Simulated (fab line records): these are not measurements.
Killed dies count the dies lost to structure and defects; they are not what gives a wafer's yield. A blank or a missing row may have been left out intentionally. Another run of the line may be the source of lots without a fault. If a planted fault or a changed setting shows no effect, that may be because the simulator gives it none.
One fault through the eyes of 2 desks + flow n5 finfet + what lay behind the numbers comes last; until then each desk has only its own

== FOR THE TOOL OWNER'S DESK: pvd sputter-02 ==
The tool's own readings at N5_BEOL_M2_SPUTTER_81 (material Cu, target thk 4.5 nm, time 8.29 s): means of the sampled wafers that have a number, for each lot that ran on this tool. Marked OUT: a lot whose mean sits more than 4 standard deviations from the usual mean, which makes it out of limits; the brackets give that distance.
Columns: A = chuck sensor temp C at N5_BEOL_M2_SPUTTER_81, usual -16.0 C; B = throttle valve pct at N5_BEOL_M2_SPUTTER_81, usual 29.7 %
| lot  | first seen here | A     | B    |
|------|-----------------|-------|------|
| L751 | day 7 01:23     | -16.3 | 30.0 |
| L753 | day 7 11:13     | -16.5 | 29.5 |
| L754 | day 7 20:18     | -16.2 | 30.2 |
| L768 | day 11 02:42    | -16.6 | 29.4 |
This desk's verdict: no lot among the 4 shows anything out of limits.

== FROM THE METROLOGY DESK ==
Lot by lot, what the gauges showed, no matter which tool ran the lot: averages of those sampled wafers that carry a number. Marked OUT: a lot whose mean sits more than 4 standard deviations from the usual mean, which makes it out of limits; the brackets give that distance.
Columns: A = PAD_OVL at N5_PASSIVATION_OVL_MEAS_63, usual 0 nm
| lot  | first seen here | A  |
|------|-----------------|----|
| L751 | day 12 00:27    | 4  |
| L750 | day 12 01:01    | -8 |
| L753 | day 12 13:39    | -4 |
| L755 | day 13 03:31    | -2 |
| L754 | day 13 03:56    | 4  |
| L758 | day 13 16:07    | -8 |
| L760 | day 14 09:23    | -0 |
| L762 | day 14 20:02    | 0  |
| L764 | day 15 06:09    | 0  |
| L768 | day 16 18:59    | -2 |
This desk's verdict: no lot among the 10 shows anything out of limits.

== PUT TOGETHER ==
Nothing out of limits was seen by the tool owner's desk.
From the metrology desk's view, nothing was out of limits.

== WHAT HAD BEEN PUT IN BY THE SIMULATOR ==
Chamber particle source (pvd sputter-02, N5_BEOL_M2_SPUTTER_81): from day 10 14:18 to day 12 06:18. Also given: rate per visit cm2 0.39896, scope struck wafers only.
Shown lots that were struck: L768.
